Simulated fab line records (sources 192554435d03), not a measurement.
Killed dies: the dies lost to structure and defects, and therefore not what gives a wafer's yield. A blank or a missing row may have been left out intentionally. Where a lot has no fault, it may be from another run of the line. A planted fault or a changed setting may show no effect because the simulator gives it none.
Matching of chambers + flow n5Finfet + N5_BEOL_M5_CO_CAP_78 on cvdCo-01: 3 sister chambers
The step material Co, precursor CCTBA/H2, target thk 2 nm, time 102.1 s. 16 wafers are shown with their chamber, then 8 later ones without.

== WAFERS PAIRED WITH THEIR CHAMBERS ==
| wafer  | chamber | heaterPowerW (W) | chamberPressureTorr (Torr) |
|--------|---------|------------------|----------------------------|
| L075.2 | 0       | 244              | 30.06                      |
| L075.4 | 0       | 246              | 29.94                      |
| L075.6 | 1       | 238              | 29.99                      |
| L077.1 | 2       | 243              | 29.96                      |
| L077.2 | 1       | 243              | 30.01                      |
| L077.5 | 2       | 247              | 30.02                      |
| L081.1 | 1       | 244              | 30.00                      |
| L081.3 | 2       | 243              | 30.08                      |
| L081.4 | 1       | 241              | 29.97                      |
| L083.1 | 0       | 250              | 30.08                      |
| L083.5 | 1       | 250              | 30.05                      |
| L083.6 | 2       | 244              | 30.10                      |
| L085.3 | 1       | 241              | 29.99                      |
| L085.4 | 0       | 251              | 30.17                      |
| L085.6 | 1       | 247              | 30.01                      |
| L086.2 | 1       | 242              | 30.03                      |

SIGNATURES (means of the wafers above)
| reading             | chamber 0 | chamber 1 | chamber 2 | scatter within a chamber |
|---------------------|-----------|-----------|-----------|--------------------------|
| heaterPowerW        | 247.75    | 243.25    | 244.25    | 3.32                     |
| chamberPressureTorr | 30.0625   | 30.0063   | 30.0400   | 0.0577                   |
Rule: for a wafer and a chamber, the distance is found by dividing, reading by reading, the gap between the wafer's reading and the chamber's mean by the reading's scatter, squaring, summing and taking the root. If the next closest chamber is less than 2 further off than the closest, the wafer can't be placed; otherwise it belongs to the closest. The scatter: take each reading less its chamber's mean, square it, sum over the shown wafers, divide by the number of wafers less the number of chambers, and take the root.

== WAFERS MISSING THEIR CHAMBER ==
| wafer  | heaterPowerW (W) | chamberPressureTorr (Torr) |
|--------|------------------|----------------------------|
| L086.3 | 246              | 30.01                      |
| L086.6 | 245              | 29.94                      |
| L089.2 | 245              | 30.14                      |
| L089.4 | 256              | 29.99                      |
| L089.5 | 247              | 30.01                      |
| L093.3 | 254              | 29.98                      |
| L093.5 | 244              | 30.03                      |
| L093.6 | 243              | 30.08                      |

== THE CHAMBER EACH PASSED THROUGH ==
| wafer  | from the rows above          | in truth |
|--------|------------------------------|----------|
| L086.3 | can't be placed: 2 or 1 or 0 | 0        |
| L086.6 | can't be placed: 1 or 2 or 0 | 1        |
| L089.2 | can't be placed: 0 or 2 or 1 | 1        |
| L089.4 | can't be placed: 0 or 2 or 1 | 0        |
| L089.5 | can't be placed: 0 or 2 or 1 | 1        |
| L093.3 | can't be placed: 0 or 2 or 1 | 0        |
| L093.5 | can't be placed: 2 or 1 or 0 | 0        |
| L093.6 | can't be placed: 2 or 1 or 0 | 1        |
0 of 8 placed correctly. These rows do not allow placing 8 (true chamber among the candidates in 8). Number placed wrongly: 0.
